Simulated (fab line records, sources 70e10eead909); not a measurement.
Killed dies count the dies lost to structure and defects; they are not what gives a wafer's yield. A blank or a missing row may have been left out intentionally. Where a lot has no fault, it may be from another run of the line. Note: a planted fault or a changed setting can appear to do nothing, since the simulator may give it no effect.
fab line records -- flow nand_harc
record lots=5, wafers=15, last_day=24
route steps=1159 shown P_ZERO_WELL@14
lots with no fault: from the same line, run without faults
start_h: hours from the record's opening day to when the first of the lot's shown wafers began -- wait_h: hours since the lot's step before -- " unchanged from the row above -- L1.1+2: several wafers, shown together as one row -- - no value, or no start given -- * or withheld: withheld -- < > ~ a bound
route shown NAME@n: names a module that has steps shown in the file, with the first one's number in the route -- usual: the fault-free wafers' mean and standard deviation -- same: alike in all rows -- chamber/n: place in a boat -- sites: readings site by site -- _std_site: standard deviation across them -- _edge_site: the outer-site mean with the inner-site mean subtracted -- radius_mm: for every site, how far away it sits from the centre of the wafer -- mask NAME#n: copy n -- behind: the most recent tool/chamber to have shaped the wafer -- hold: reason for holding the lot/hours on hold/outcome of the hold -- device: transistor that didn't switch, given as n, p or np -- end of line: the tests these same wafers got at the end of their route -- step lacking rows: just its recipe -- killed: the dies lost at the first sort to structure and to defects; this is not the yield of the wafer -- map: a wafer's dies, marking killed ones x, the rest . and places with no die _
set.NAME: setting as actually run; set.NAME@STEP: the setting as run at that earlier step -- model.NAME: the simulator's own value behind a step, which no gauge read
lots seen at some steps along the route; tables by step, rows by wafer
services: when a tool's chamber went out of use (start_h, in hours from the record's first day, below 0 if earlier), for how many hours, and the reason
## steps
# step NHARC_P_ZERO_WELL_CD_MEAS_11
# recipe target_cd_nm=500, landing_energy_ev=500
# usual cd_nm=499.9/2.1
lot.wafer,tool,chamber,start_h,wait_h,cd_nm
L769.1,cd_sem-03,0,37.24,-,495.6
L769.2,cd_sem-03,0,37.24,-,498.1
L769.5,cd_sem-03,0,37.24,-,500.4
L778.1,cd_sem-01,0,91.25,-,499.3
L778.3,cd_sem-01,0,91.25,-,500.4
L778.6,cd_sem-01,0,91.25,-,499.1
L779.1,cd_sem-03,0,97.25,-,499.1
L779.3,cd_sem-03,0,97.25,-,500.6
L779.6,cd_sem-03,0,97.25,-,501.2
L780.2,cd_sem-01,0,103.14,-,500.9
L780.5,cd_sem-01,0,103.14,-,500.3
L780.6,cd_sem-01,0,103.14,-,501.4
L788.2,cd_sem-01,0,151.14,-,501.2
L788.3,cd_sem-01,0,151.14,-,498.1
L788.5,cd_sem-01,0,151.14,-,498.3
# step NHARC_P_ZERO_WELL_HARDBAKE_12
# recipe temp_c=118, time_s=65
# step NHARC_P_ZERO_WELL_DESCUM_13
# recipe time_s=3, o2_flow_sccm=200, ar_flow_sccm=0, bias_power_w=0, chemistry=O2
# usual drypump_motor_current_A=5.5/0.39, oes_product_au=0.994/0.01, rf_vpp_V=57.8/0.91, showerhead_plenum_p_Torr=1.91/0.07, throttle_valve_pct=11.311/0.0089
lot.wafer,tool,chamber,start_h,wait_h,drypump_motor_current_A,oes_product_au,rf_hours_counter_h,rf_vpp_V,showerhead_plenum_p_Torr,throttle_valve_pct
L769.2,rie_diel-03,1,37.40,-,5.9,1.003,14,58.8,2.02,11.314
L769.1,rie_diel-03,2,37.40,-,5.4,1.009,14,58.6,1.78,11.323
L769.5,rie_diel-03,0,37.40,-,5.2,0.988,-,57.6,1.92,11.311
L778.3,rie_diel-13,0,91.42,-,5.7,1.016,11,57.3,1.99,11.308
L778.1,rie_diel-13,1,91.42,-,5.9,0.992,11,57.4,1.92,11.320
L778.6,rie_diel-13,1,91.42,-,5.9,0.982,-,57.1,1.92,11.315
L779.1,rie_diel-03,3,97.41,-,4.8,0.975,3,56.4,1.86,11.300
L779.3,rie_diel-03,2,97.41,-,5.4,0.984,3,58.3,1.78,11.306
L779.6,rie_diel-03,3,97.41,-,4.8,0.980,-,56.5,1.86,11.303
L780.2,rie_diel-05,1,103.31,-,5.1,0.996,9,59.7,1.97,11.306
L780.6,rie_diel-05,3,103.31,-,5.8,1.015,-,57.1,1.92,11.314
L780.5,rie_diel-05,0,103.31,-,5.8,1.013,-,57.9,1.93,11.323
L788.2,rie_diel-03,0,151.31,-,5.2,0.979,7,57.9,1.91,11.313
L788.3,rie_diel-03,2,151.31,-,5.3,0.990,8,59.6,1.78,11.301
L788.5,rie_diel-03,3,151.31,-,4.8,0.982,-,56.2,1.86,11.307
# step NHARC_P_ZERO_WELL_ETCH_65
# recipe target_depth_a=800, overetch_a=240, time_s=87.88, ion_energy_ev=200, n2_flow_sccm=150, h2_flow_sccm=150, ar_flow_sccm=0, rf_w=400, bias_w=150, chemistry=N2/H2
# usual drypump_motor_current_A=5.4/0.38, oes_product_au=0.994/0.011, rf_vpp_V=430.6/2.3, showerhead_plenum_p_Torr=2.04/0.076, throttle_valve_pct=14.170/0.0095
lot.wafer,tool,chamber,start_h,wait_h,drypump_motor_current_A,oes_product_au,rf_hours_counter_h,rf_vpp_V,showerhead_plenum_p_Torr,throttle_valve_pct
L769.2,rie_diel-03,3,37.49,0.1,4.8,0.982,13,427.4,1.98,14.169
L769.1,rie_diel-03,1,37.49,0.1,5.8,0.990,14,434.8,2.16,14.171
L769.5,rie_diel-03,3,37.49,0.1,4.8,0.985,-,429.6,1.98,14.184
L778.1,rie_diel-13,0,91.51,0.1,5.7,1.001,11,431.9,2.12,14.181
L778.3,rie_diel-13,0,91.51,0.1,5.7,0.999,-,433.2,2.12,14.172
L778.6,rie_diel-13,3,91.51,0.1,5.8,0.995,-,431.1,2.09,14.158
L779.1,rie_diel-03,3,97.50,0.1,4.8,0.991,3,428.6,1.98,14.165
L779.3,rie_diel-03,1,97.50,0.1,5.9,0.991,4,433.4,2.16,14.145
L779.6,rie_diel-03,2,97.50,0.1,5.4,0.987,-,426.9,1.90,14.176
L780.2,rie_diel-05,3,103.40,0.1,5.8,1.001,9,430.7,2.05,14.172
L780.6,rie_diel-05,0,103.40,0.1,5.8,0.997,-,431.9,2.06,14.162
L780.5,rie_diel-05,1,103.40,0.1,5.1,0.991,-,431.0,2.10,14.182
L788.2,rie_diel-03,0,151.42,0.1,5.2,0.982,7,430.3,2.04,14.158
L788.3,rie_diel-03,2,151.42,0.1,5.4,0.974,8,427.4,1.89,14.167
L788.5,rie_diel-03,3,151.42,0.1,4.8,0.977,-,428.3,1.98,14.185
# step NHARC_P_ZERO_WELL_ETCH_62
# recipe target_depth_a=130, time_s=6.5, chf3_flow_sccm=50, ar_flow_sccm=200, rf_w=500, bias_w=200, chemistry=CHF3/Ar
# usual chf3_flow_sccm=50.00/0.14, drypump_motor_current_A=5.4/0.39, oes_product_au=0.955/0.017, rf_vpp_V=370.6/1.9, showerhead_plenum_p_Torr=2.35/0.08, throttle_valve_pct=20.216/0.0096
lot.wafer,tool,chamber,start_h,wait_h,chf3_flow_sccm,drypump_motor_current_A,oes_product_au,rf_hours_counter_h,rf_vpp_V,showerhead_plenum_p_Torr,throttle_valve_pct
L769.1,rie_diel-03,0,-,-,49.99,5.2,0.962,13,370.3,2.35,20.204
L769.2,rie_diel-03,2,-,-,50.10,5.4,0.981,14,366.2,2.19,20.208
L769.5,rie_diel-03,3,-,-,49.99,4.8,0.962,-,370.9,2.28,20.228
L778.1,rie_diel-13,3,-,-,49.89,5.8,0.967,13,373.1,2.40,20.215
L778.3,rie_diel-13,0,-,-,50.08,5.7,0.970,-,371.0,2.43,20.216
L778.6,rie_diel-13,3,-,-,49.86,5.8,0.960,-,371.6,2.40,20.225
L779.3,rie_diel-03,1,-,-,49.79,5.9,0.928,4,372.4,2.47,20.212
L779.1,rie_diel-03,2,-,-,49.98,5.4,0.932,3,367.4,2.19,20.214
L779.6,rie_diel-03,0,-,-,50.15,5.2,0.925,-,370.4,2.35,20.218
L780.2,rie_diel-05,0,-,-,50.26,5.8,0.961,1,370.7,2.36,20.214
L780.6,rie_diel-05,2,-,-,50.05,5.4,0.968,-,370.3,2.38,20.206
L780.5,rie_diel-05,3,-,-,49.77,5.8,0.970,-,371.6,2.35,20.232
L788.3,rie_diel-03,3,-,-,49.85,4.8,0.944,8,369.2,2.28,20.219
L788.2,rie_diel-03,0,-,-,49.96,5.2,0.959,7,371.0,2.34,20.218
L788.5,rie_diel-03,0,-,-,49.65,5.2,0.951,-,370.2,2.34,20.210
# step NHARC_P_ZERO_WELL_ETCH_63
# recipe target_depth_a=1200, time_s=40.1, hbr_flow_sccm=150, cl2_flow_sccm=50, rf_w=400, icp_w=400, bias_w=100, chemistry=HBr/Cl2
# usual drypump_motor_current_A=6.0/0.52, oes_product_au=1.000/0.0095, throttle_valve_pct=26.406/0.01
lot.wafer,tool,chamber,start_h,wait_h,drypump_motor_current_A,oes_product_au,rf_hours_counter_h,throttle_valve_pct
L769.1,rie_si-01,2,37.65,-,4.7,0.991,0.7,26.413
L769.2,rie_si-01,0,37.65,-,6.0,0.985,0.6,26.407
L769.5,rie_si-01,3,37.65,-,5.7,0.987,-,26.402
L778.1,rie_si-01,3,91.75,-,5.7,0.992,1.2,26.408
L778.3,rie_si-01,1,91.75,-,6.4,0.999,1.0,26.397
L778.6,rie_si-01,3,91.75,-,5.7,1.004,-,26.400
L779.3,rie_si-01,3,97.68,-,5.7,0.994,1.3,26.406
L779.1,rie_si-01,1,97.68,-,6.5,0.998,1.0,26.397
L779.6,rie_si-01,2,97.68,-,4.8,0.990,-,26.406
L780.2,rie_si-02,0,103.57,-,5.9,1.000,0.7,26.414
L780.6,rie_si-02,3,103.57,-,5.8,0.989,-,26.411
L780.5,rie_si-02,0,103.57,-,5.9,0.999,-,26.405
L788.2,rie_si-06,0,151.62,-,6.2,1.005,1.2,26.414
L788.3,rie_si-06,3,151.62,-,6.0,1.023,1.2,26.401
L788.5,rie_si-06,0,151.62,-,6.2,1.010,-,26.417
# step NHARC_P_ZERO_WELL_STRIP_15
# recipe time_s=900, temp_c=130, chemistry=SPM
# step NHARC_P_ZERO_WELL_DEHYDRATE_16
# recipe temp_c=150, time_s=120
# step NHARC_P_ZERO_WELL_HMDS_17
# recipe time_s=30
# step NHARC_P_ZERO_WELL_COAT_18
# recipe spin_rpm=withheld
# step NHARC_P_ZERO_WELL_SOFTBAKE_19
# recipe temp_c=122, time_s=95
# step NHARC_P_ZERO_WELL_EBR_20
# step NHARC_P_ZERO_WELL_EXPOSE_21
# recipe na=0.6, target_cd_nm=720, dose_mj=22.31, mask_id=P_NWELL
# usual exposure_dose_mJ_cm2=22.311/0.023
# same na=0.6
lot.wafer,tool,chamber,start_h,wait_h,mask,exposure_dose_mJ_cm2
L769.1,krf_scanner-03,0,38.33,-,P_NWELL#0,22.313
L769.2,krf_scanner-03,0,38.33,-,P_NWELL#0,22.265
L769.5,krf_scanner-03,0,38.33,-,P_NWELL#0,22.301
L778.1,krf_scanner-01,0,92.51,-,P_NWELL#0,22.311
L778.3,krf_scanner-01,0,92.51,-,P_NWELL#0,22.315
L778.6,krf_scanner-01,0,92.51,-,P_NWELL#0,22.350
L779.1,krf_scanner-03,0,98.43,-,P_NWELL#0,22.321
L779.3,krf_scanner-03,0,98.43,-,P_NWELL#0,22.322
L779.6,krf_scanner-03,0,98.43,-,P_NWELL#0,22.273
L780.2,krf_scanner-01,0,104.33,-,P_NWELL_R1#0,22.336
L780.5,krf_scanner-01,0,104.33,-,P_NWELL_R1#0,22.329
L780.6,krf_scanner-01,0,104.33,-,P_NWELL_R1#0,22.350
L788.2,krf_scanner-03,0,152.39,-,P_NWELL#0,22.336
L788.3,krf_scanner-03,0,152.39,-,P_NWELL#0,22.333
L788.5,krf_scanner-03,0,152.39,-,P_NWELL#0,22.306
# step NHARC_P_ZERO_WELL_PEB_22
# recipe peb_temp_c=118, peb_time_s=85
# step NHARC_P_ZERO_WELL_DEVELOP_23
# recipe time_s=70
# step NHARC_P_ZERO_WELL_CD_MEAS_24
# recipe target_cd_nm=720, landing_energy_ev=500
# usual cd_nm=719.6/1.8
lot.wafer,tool,chamber,start_h,wait_h,cd_nm
L769.1,cd_sem-01,0,38.48,-,720.5
L769.2,cd_sem-01,0,38.48,-,717.2
L769.5,cd_sem-01,0,38.48,-,719.3
L778.1,cd_sem-01,0,92.66,-,721.8
L778.3,cd_sem-01,0,92.66,-,719.6
L778.6,cd_sem-01,0,92.66,-,720.0
L779.1,cd_sem-01,0,98.59,-,720.6
L779.3,cd_sem-01,0,98.59,-,720.1
L779.6,cd_sem-01,0,98.59,-,720.0
L780.2,cd_sem-01,0,104.48,-,710.2
L780.5,cd_sem-01,0,104.48,-,705.9
L780.6,cd_sem-01,0,104.48,-,708.9
L788.2,cd_sem-03,0,152.55,-,721.4
L788.3,cd_sem-03,0,152.55,-,718.6
L788.5,cd_sem-03,0,152.55,-,721.2
# step NHARC_P_ZERO_WELL_HARDBAKE_25
# recipe temp_c=125, time_s=80
# step NHARC_P_ZERO_WELL_DESCUM_26
# recipe time_s=3, o2_flow_sccm=200, ar_flow_sccm=0, bias_power_w=0, chemistry=O2
# usual drypump_motor_current_A=5.5/0.37, oes_product_au=0.995/0.0099, rf_vpp_V=57.8/0.89, showerhead_plenum_p_Torr=1.92/0.067, throttle_valve_pct=11.312/0.0093
lot.wafer,tool,chamber,start_h,wait_h,drypump_motor_current_A,oes_product_au,rf_hours_counter_h,rf_vpp_V,showerhead_plenum_p_Torr,throttle_valve_pct,model.P_ZERO_WELL.cd_nm
L769.1,rie_diel-05,2,38.65,-,5.5,0.991,4,59.2,1.95,11.329,720.2
L769.2,rie_diel-05,3,38.65,-,5.8,0.992,4,56.9,1.92,11.325,716.7
L769.5,rie_diel-05,1,38.65,-,5.1,0.990,-,58.0,1.97,11.305,719.1
L778.3,rie_diel-05,2,92.82,-,5.4,0.994,9,58.9,1.95,11.304,719.5
L778.1,rie_diel-05,3,92.82,-,5.8,0.998,9,58.5,1.92,11.295,722.3
L778.6,rie_diel-05,2,92.82,-,5.4,0.991,-,59.3,1.95,11.329,719.5
L779.1,rie_diel-05,2,98.75,-,5.4,0.993,9,58.0,1.95,11.318,720.7
L779.3,rie_diel-05,3,98.75,-,5.8,1.000,9,58.3,1.92,11.326,720.2
L779.6,rie_diel-05,3,98.75,-,5.8,1.001,-,57.8,1.92,11.308,720.3
L780.2,rie_diel-05,3,104.65,-,5.8,0.999,9,55.9,1.92,11.324,710.6
L780.5,rie_diel-05,2,104.65,-,5.4,0.990,-,58.3,1.95,11.301,706.1
L780.6,rie_diel-05,3,104.65,-,5.8,0.996,-,57.6,1.92,11.304,710.1
L788.3,rie_diel-13,3,152.71,-,5.8,0.996,1,57.4,1.96,11.306,718.8
L788.2,rie_diel-13,2,152.71,-,4.9,0.983,3,58.6,1.84,11.312,721.4
L788.5,rie_diel-13,3,152.71,-,5.8,0.997,-,58.0,1.96,11.322,720.7
# step NHARC_P_ZERO_WELL_IMPLANT_27
# recipe energy_kev=600, dose_cm2=1e+13, tilt_deg=7
## services
tool,chamber,start_h,hours,kind
rie_diel-13,2,14.56,1.2,repair
rie_si-01,-,20.78,0.6,repair
rie_si-02,-,34.00,9.0,pm
rie_diel-03,-,38.30,9.0,pm
rie_si-01,-,41.83,0.8,repair
rie_diel-13,-,56.16,0.4,repair
rie_si-01,1,56.77,8.1,repair
rie_si-02,-,77.09,1.9,repair
rie_si-06,2,79.18,6.7,repair
krf_scanner-01,-,84.00,4.0,pm
rie_diel-13,2,86.71,7.6,repair
rie_diel-05,-,87.75,0.1,repair
krf_scanner-01,-,97.70,1.1,repair
rie_diel-13,-,99.00,9.0,pm
rie_diel-03,0,106.68,6.1,repair
rie_diel-03,0,122.87,18.3,repair
krf_scanner-03,-,124.15,0.4,repair
rie_diel-13,0,125.01,3.0,repair
rie_si-01,-,127.00,9.0,pm
rie_diel-13,3,133.70,11.5,repair
rie_si-06,1,143.98,2.4,repair
krf_scanner-01,-,146.62,0.2,repair
rie_diel-13,1,148.44,9.1,repair
rie_diel-03,1,150.07,4.3,repair
## key
first_sign step=NHARC_P_ZERO_WELL_EXPOSE_21, reading=mask, direction=changed
effect step=NHARC_P_ZERO_WELL_CD_MEAS_24, reading=cd_nm, direction=down, sigmas=6.3, usual=719.6, struck=708.4
model_effect step=NHARC_P_ZERO_WELL_DESCUM_26, value=P_ZERO_WELL.cd_nm, without=717.6, struck=708.9
met_at NHARC_P_ZERO_WELL_EXPOSE_21
struck_wafers L780.2,L780.5,L780.6
tester_left_out L780
onset_between 92.51 104.33
fault kind=wrong_mask, tool=any, chamber=-, onset_h=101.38, steps=NHARC_P_ZERO_WELL_EXPOSE_21, aux_copy=P_NWELL_R1#0, cd_offset_nm=-8.6309, scope=struck_lots_only
# tester_left_out: of these lots the tester's yield and bins aren't shown, on N5 and GAA mostly nor the transistor test; their killed dies are dies lost to structure and defects alone, not to doping, threshold or leakage, so they don't give the yield
